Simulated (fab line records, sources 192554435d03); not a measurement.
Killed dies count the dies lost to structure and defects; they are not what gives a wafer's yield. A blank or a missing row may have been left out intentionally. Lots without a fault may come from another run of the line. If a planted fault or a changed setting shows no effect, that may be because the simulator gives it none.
Chamber matching ; flow n5 finfet ; rie diel-02 running N5_BEOL_M6_ETCH_61: 4 sister chambers
The step etches SiARC in CF4, target depth 45.5 nm, time 75.8 s. 22 wafers are shown with their chamber, then 11 later ones without.

## WAFERS WITH THEIR CHAMBER
wafer;chamber;showerhead plenum p Torr (Torr);drypump motor current A (A);throttle valve pct (%)
L075.1;1;2.04;5.9;15.51
L075.3;3;2.10;5.9;15.59
L075.5;1;2.04;5.8;15.52
L077.3;3;2.09;5.9;15.63
L077.4;0;2.13;5.2;16.01
L077.6;3;2.09;5.9;15.61
L082.2;0;2.13;5.3;16.01
L082.4;1;2.03;5.9;15.54
L082.5;3;2.09;5.9;15.62
L083.1;2;2.17;5.8;15.74
L083.4;2;2.17;5.8;15.75
L083.6;0;2.13;5.3;16.02
L087.1;2;2.17;5.8;15.77
L087.3;0;2.12;5.3;16.04
L087.5;0;2.12;5.3;16.05
L086.2;1;2.03;5.8;15.59
L086.3;2;2.17;5.7;15.77
L086.4;0;2.12;5.3;16.06
L088.1;3;2.09;5.9;15.64
L088.4;2;2.16;5.8;15.81
L088.5;2;2.16;5.7;15.81
L091.1;1;2.02;5.9;15.61

SIGNATURES (averages over the wafers above)
reading;chamber 0;chamber 1;chamber 2;chamber 3;scatter within a chamber
showerhead plenum p Torr;2.1250;2.0320;2.1667;2.0920;0.00598
drypump motor current A;5.283;5.860;5.767;5.900;0.0432
throttle valve pct;16.0317;15.5540;15.7750;15.6180;0.0297
Rule: a wafer's distance from a chamber is the root of the sum, over the readings, of the square of ((its reading less the chamber's mean) divided by the reading's scatter). If the next closest chamber is less than 2 further off than the closest, the wafer can't be placed; otherwise it belongs to the closest. The scatter: the root of (the sum of the squares of (reading less its chamber's mean) over the shown wafers, divided by (wafers less chambers)).

## WAFERS WITH NO CHAMBER GIVEN
wafer;showerhead plenum p Torr (Torr);drypump motor current A (A);throttle valve pct (%)
L091.2;2.16;5.7;15.80
L091.4;2.12;5.3;16.08
L094.3;2.12;5.3;16.09
L094.4;2.09;5.9;15.66
L094.6;2.02;5.8;15.61
L095.1;2.02;5.8;15.62
L095.2;2.16;5.7;15.82
L095.3;2.12;5.3;16.07
L095.4;2.09;5.9;15.64
L095.5;2.02;5.8;15.62
L095.6;2.12;5.3;16.09

## THE CHAMBER EACH PASSED THROUGH
wafer;from the rows above;in truth
L091.2;2;2
L091.4;0;0
L094.3;0;0
L094.4;3;3
L094.6;1;1
L095.1;1;1
L095.2;2;2
L095.3;0;0
L095.4;3;3
L095.5;1;1
L095.6;0;0
11 of 11 placed correctly. Left unplaced by these rows: 0. 0 placed wrongly.
